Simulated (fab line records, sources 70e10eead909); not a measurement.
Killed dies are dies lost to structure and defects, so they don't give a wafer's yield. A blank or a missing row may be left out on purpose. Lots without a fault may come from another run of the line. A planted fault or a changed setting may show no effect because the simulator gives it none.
Chamber matching | flow nand_harc | NHARC_P_CONTACT_ALD_22 on ald_metal-03: 4 sister chambers
The step deposits TiN, target thk 3 nm, pulse time 1 s, ald cycles 150. 8 wafers are shown with their chamber, then 7 later ones without.

WAFERS WITH THEIR CHAMBER
wafer  | chamber | heater_power_w (W) | heater_power_outer_w (W)
L079.5 | 3       | 894                | 612
L083.2 | 0       | 978                | 615
L083.6 | 0       | 994                | 617
L087.1 | 3       | 884                | 598
L087.2 | 1       | 1073               | 711
L087.4 | 2       | 1131               | 778
L089.1 | 1       | 1046               | 704
L089.4 | 2       | 1117               | 777

WAFERS WITHOUT THEIR CHAMBER
wafer  | heater_power_w (W) | heater_power_outer_w (W)
L089.5 | 1025               | 685
L092.3 | 911                | 613
L092.4 | 969                | 620
L092.5 | 1035               | 705
L096.3 | 989                | 624
L096.5 | 981                | 607
L096.6 | 911                | 597

WHICH CHAMBER EACH WENT THROUGH
wafer  | from the rows above | in truth
L089.5 | 1                   | 1
L092.3 | 3                   | 3
L092.4 | 0                   | 0
L092.5 | 1                   | 1
L096.3 | 0                   | 0
L096.5 | 0                   | 0
L096.6 | 3                   | 3
Placed correctly: 7 of 7. Can't be placed from these rows: 0. Placed wrongly: 0.
How it was worked out, from the rows above alone: a wafer's distance from a chamber is the root of the sum, over the readings, of the square of ((its reading less the chamber's mean) divided by the reading's scatter). The wafer belongs to the nearest chamber; if the next one is less than 2 further off, it can't be placed. A chamber's mean is the mean of its shown wafers. The scatter: the root of (the sum of the squares of (reading less its chamber's mean) over the shown wafers, divided by (wafers less chambers)).
